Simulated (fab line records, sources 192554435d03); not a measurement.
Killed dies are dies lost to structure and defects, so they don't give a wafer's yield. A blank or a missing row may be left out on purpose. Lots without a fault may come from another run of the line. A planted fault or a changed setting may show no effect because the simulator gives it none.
Chamber matching | flow n5_finfet | N5_BEOL_M5_PECVD_70 on pecvd-01: 3 sister chambers
The step deposits SiO2 from TEOS/O2, target thk 16 nm, time 18 s. 3 wafers are shown with their chamber, then 8 later ones without.

WAFERS WITH THEIR CHAMBER
wafer  | chamber | showerhead_plenum_p_Torr (Torr)
L085.4 | 0       | 8.91
L085.5 | 1       | 8.85
L087.1 | 2       | 8.65

WAFERS WITHOUT THEIR CHAMBER
wafer  | showerhead_plenum_p_Torr (Torr)
L087.5 | 8.82
L087.6 | 8.65
L089.1 | 8.84
L089.3 | 8.91
L089.5 | 8.95
L092.1 | 8.84
L092.2 | 8.67
L092.3 | 8.92

WHICH CHAMBER EACH WENT THROUGH
wafer  | from the rows above | in truth
L087.5 | 1                   | 1
L087.6 | 2                   | 2
L089.1 | 1                   | 1
L089.3 | 0                   | 0
L089.5 | 0                   | 0
L092.1 | 1                   | 1
L092.2 | 2                   | 2
L092.3 | 0                   | 0
Placed correctly: 8 of 8. Can't be placed from these rows: 0. Placed wrongly: 0.
How it was worked out, from the rows above alone: a wafer's distance from a chamber is the root of the sum, over the readings, of the square of ((its reading less the chamber's mean) divided by the reading's scatter). The wafer belongs to the nearest chamber; if the next one is less than 2 further off, it can't be placed. A chamber's mean is the mean of its shown wafers. The scatter: with one shown wafer a chamber, the root of the mean of the squares of how far each hidden wafer lies from its nearest shown one.
